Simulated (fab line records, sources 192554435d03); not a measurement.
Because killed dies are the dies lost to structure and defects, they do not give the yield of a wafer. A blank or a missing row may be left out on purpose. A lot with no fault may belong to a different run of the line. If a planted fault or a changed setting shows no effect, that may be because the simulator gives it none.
Comparing a struck lot with a sound one | flow n5-finfet | 43 steps out of a route of 1938
Sound: the wafers L229.3, L229.4, L229.5. Struck: wafer L241.3. (L241.1, L241.4 of the same lot were not struck and are left out.) The cause comes at the end.
At each step with rows: each side's tool, then ch and its chambers, then its first start. Under that, the readings that differ: sound wafers | struck wafers | difference of the means | sigmas: that difference in standard deviations of wafers without a fault.
alike: readings whose means differ by less than 2 such deviations, and words and numbers that are the same on both sides. not compared: withheld readings, readings that some wafer has no value for, bounds like >300 that may hide the same value, and numbers for which the record gives no deviation and whose values overlap.
A row with sigmas, a row that says differs or no value, or rows on one side alone: a step with any of these is where the two part. Numbers that have no deviation but don't overlap get no sigmas and don't part them. Lack of a reading on every wafer of one side parts them only where that side has two or more wafers.

first, 9 steps without rows for these wafers: N5_SD_EPI_P_ETCH_36 (etches SiARC in CF4, target depth 45.5 nm, time 75.8 s); N5_SD_EPI_P_ETCH_37 (etches SOC in N2/H2, overetch 108 nm, time 486 s); N5_SD_EPI_P_STRIP_38 (strips in N2/H2); N5_SD_EPI_P_ETCHBACK_46 (etches SiNx in CH3F/O2, stops on SiO2, target depth 17.5 nm); N5_SD_EPI_P_ETCH_47 (etches SiOCN in CH3F/O2, target depth 25 nm); N5_SD_EPI_P_ETCH_16 (etches SiO2 in CHF3/O2, target depth 5 nm); N5_SD_EPI_P_STRIP_50 (strips in CHF3/O2); N5_SD_EPI_P_SD_RECESS_17 (chemistry HBr/Cl2/O2, target depth 39.1 nm, bt time 3 s); N5_SD_EPI_P_WET_ETCH_45 (etches SiO2 in dHF, time 10.7 s, target depth 2 nm, rinse time 30 s).
N5_SD_EPI_P_STRIP_40: strips in N2/H2.
  sound on plasma-asher-02 ch 0,1, day 3 12:09; struck on plasma-asher-01 ch 1, day 6 15:13
  alike: drypump-motor-current-A, heater-power-w, oes-product-au
  not compared: rf-hours-counter-h
then, 2 steps without rows for these wafers: N5_SD_EPI_P_PRECLEAN_52 (cleans in O3/DIW, time 60 s); N5_SD_EPI_P_SRD_20 (time 30 s).
N5_SD_EPI_P_PRECLEAN_51: cleans in NF3:NH3, afs cycles 1, time 20 s, sublimation time 60 s.
  sound on epi-rpcvd-01 ch 0, day 3 12:21; struck on epi-rpcvd-01 ch 0, day 6 15:22
  reading                                     | sound       | struck | difference | sigmas
  model.SiNx_of_SD_EPI_N_LINER_46.thk-nm (nm) | 2.6 2.6 2.6 | 3      | +0         |
then, 1 step without rows for these wafers: N5_SD_EPI_P_VAPOR_ETCH_44 (etches SiGe30 in NF3/Ar, time 3.3 s).
N5_SD_EPI_P_EPI_21: deposits SiGe:B, time 355 s.
  sound on epi-rpcvd-01 ch 0, day 3 13:22; struck on epi-rpcvd-01 ch 0, day 6 15:44
  reading                                     | sound          | struck | difference | sigmas
  model.SiGe-B_of_SD_EPI_P_EPI_21.thk-nm (nm) | 60.8 60.6 60.2 | 12.8   | -47.7      |
N5_SD_EPI_P_EPI_MEAS_23:
  sound on film-metro-02, day 3 14:51; struck on film-metro-01, day 6 17:56
  reading     | sound          | struck | difference | sigmas
  thk-nm (nm) | 60.2 62.2 61.5 | 12.5   | -48.8      | -41
then, 6 steps without rows for these wafers: N5_SD_EPI_P_HM_STRIP_48 (strips SiNx in H3PO4, material SiNx, target depth 3 nm); N5_SD_EPI_P_SRD_49 (time 30 s); N5_SD_EPI_P_PRECLEAN_24 (cleans in O3/DIW, time 45 s); N5_SD_EPI_P_PRECLEAN_32 (cleans in dHF, time 10 s); N5_SD_EPI_P_PRECLEAN_33 (cleans in SC2, time 45 s); N5_SD_EPI_P_SRD_25 (time 30 s).
N5_SD_EPI_P_INSPECT_26: inspects for defects (darkfield).
  sound on defect-inspect-01, day 3 15:01; struck on defect-inspect-01, day 6 18:07
  alike: raw-defect-count
then, 2 steps without rows for these wafers: N5_SD_ACTIVATION_RTA_00 (time 0 s); N5_SD_ACTIVATION_LSA_01 (time 0.0008 s).
N5_SD_ACTIVATION_RS_MEAS_03: measures by four-point-probe.
  sound on film-metro-02, day 3 15:29; struck on film-metro-01, day 6 18:32
  reading          | sound          | struck | difference | sigmas
  RS_SD_P (ohm/sq) | 55.3 55.6 56.2 | 262.8  | +207.1     | +99 or more
  alike: RS_SD_N
N5_SD_ACTIVATION_INSPECT_02: inspects for defects (darkfield).
  sound on defect-inspect-02, day 3 15:46; struck on defect-inspect-01, day 6 18:52
  alike: raw-defect-count
N5_ILD0_LINER_00: material SiNx, target thk 4 nm, pulse time 1 s, purge time 2 s.
  sound on ald-sin-03 ch 0,2,3, day 3 15:49; struck on ald-sin-03 ch 0, day 6 18:54
  alike: heater-power-w, precursor-pulse-height-rel
then, 2 steps without rows for these wafers: N5_ILD0_FCVD_FILL_01 (material SiO2 flowable, target thk 200 nm, time 328.3 s); N5_ILD0_CURE_02 (time 1800 s).
N5_ILD0_CMP_03: polishes, stops on SiNx, t overpolish 1.9 s, target thk 197.38 nm.
  sound on cmp-02 ch 2,3, day 3 18:11; struck on cmp-04 ch 3, day 6 21:40
  alike: motor-current-A, overpolish-run-s, time-to-endpoint-s
N5_ILD0_THK_MEAS_04:
  sound on film-metro-01, day 3 18:29; struck on film-metro-02, day 6 21:55
  reading     | sound             | struck | difference | sigmas
  thk-nm (nm) | 196.6 197.6 195.8 | 200.7  | +4.0       | +3
then, 1 step without rows for these wafers: N5_ILD0_CMP_07 (polishes SiO2 flowable, stops on poly-Si, t overpolish 1.18 s, target thk 138.88 nm).
N5_ILD0_THK_MEAS_08:
  sound on film-metro-01, day 3 18:49; struck on film-metro-01, day 6 22:15
  alike: thk-nm
then, 1 step without rows for these wafers: N5_ILD0_PRECLEAN_10 (cleans in NF3:NH3, afs cycles 5, time 20 s, sublimation time 60 s).
N5_ILD0_ALD_15: deposits SiNx, target thk 24 nm, pulse time 1 s, ald cycles 480.
  sound on ald-sin-02 ch 0,1,2, day 3 19:31; struck on ald-sin-03 ch 3, day 6 22:59
  alike: heater-power-w, precursor-pulse-height-rel
N5_ILD0_CMP_12: polishes SiNx, stops on poly-Si, t overpolish 6 s, target thk 17.67 nm.
  sound on cmp-04 ch 0,1, day 3 21:52; struck on cmp-04 ch 2, day 7 01:14
  alike: motor-current-A, overpolish-run-s, time-to-endpoint-s
N5_ILD0_THK_MEAS_13:
  sound on film-metro-02, day 3 22:08; struck on film-metro-01, day 7 01:29
  alike: thk-nm
N5_ILD0_INSPECT_06: inspects for defects (darkfield).
  sound on defect-inspect-01, day 3 22:09; struck on defect-inspect-01, day 7 01:31
  alike: raw-defect-count
then, 2 steps without rows for these wafers: N5_SDB_HM_DEP_00 (deposits SiNx from SiH4/NH3/N2, target thk 40 nm, time 35.3 s); N5_SDB_COAT_03 (time 60 s, resist thk 100 nm).
N5_MOL_CONTACT_COAG_ETCH_110: etches Si in CF4/O2, target depth 2.5 nm, time 8 s.
  sound on rie-diel-05 ch 0,1, day 4 21:30; struck on rie-diel-04 ch 1, day 8 00:10
  reading                                     | sound          | struck | difference | sigmas
  model.SiGe-B_of_SD_EPI_P_EPI_21.thk-nm (nm) | 57.8 57.6 57.4 | 12.2   | -45.4      |
  alike: drypump-motor-current-A, oes-product-au, rf-vpp-V, showerhead-plenum-p-Torr, throttle-valve-pct
  not compared: rf-hours-counter-h
-- here the record skips 3 days between the struck wafers' starts before and after, leaving off in module MOL_CONTACT_COAG and picking up in module BEOL_M4 (first step shown: number 1111 of the route) --
N5_BEOL_M4_RC_MEAS_101:
  sound on prober-01 ch 0, day 8 08:31; struck on prober-02 ch 0, day 11 07:26
  reading             | sound                 | struck   | difference | sigmas
  CJ_P                | 5.48 5.67 5.81        | 5.16     | -0.49      | -2
  DIBL_P (mV/V)       | 39.2 38.6 38.3        | 32.8     | -5.9       | -3
  IOFF_P (nA/um)      | 0.24 0.24 0.22        | 0.02     | -0.21      | -6
  IOFF_P_85C (nA/um)  | 4.0 4.0 3.8           | 0.5      | -3.4       | -6
  IOFF_P_LIN (nA/um)  | 0.102 0.104 0.099     | 0.011    | -0.091     | -6
  IOFF_P_LONG (nA/um) | 9e-05 9.3e-05 9.5e-05 | 0.000183 | +0.000090  | +10
  ION_P (uA/um)       | 465 470 466           | 262      | -205       | -26
  REXT_P (ohm.um)     | 101.6 100.5 101.7     | 518.4    | +417.1     | +99 or more
  RS_SD_P (ohm/sq)    | 64.5 65.4 65.6        | 310.1    | +244.9     | +99 or more
  SS_P (mV/dec)       | 74.2 74.9 73.3        | 71.2     | -2.9       | -5
  VT_P (mV)           | -251 -251 -250        | -315     | -64        | -19
  VT_P_LVT (mV)       | -97.0 -95.9 -97.3     | -161.6   | -64.9      | -22
  alike: DIBL_N, IOFF_N, ION_N, SS_N, VT_N

WHERE THEY PART
At N5_SD_EPI_P_EPI_MEAS_23 first; at N5_BEOL_M4_RC_MEAS_101 last (within this record only).

WHY: what had been put in by the simulator
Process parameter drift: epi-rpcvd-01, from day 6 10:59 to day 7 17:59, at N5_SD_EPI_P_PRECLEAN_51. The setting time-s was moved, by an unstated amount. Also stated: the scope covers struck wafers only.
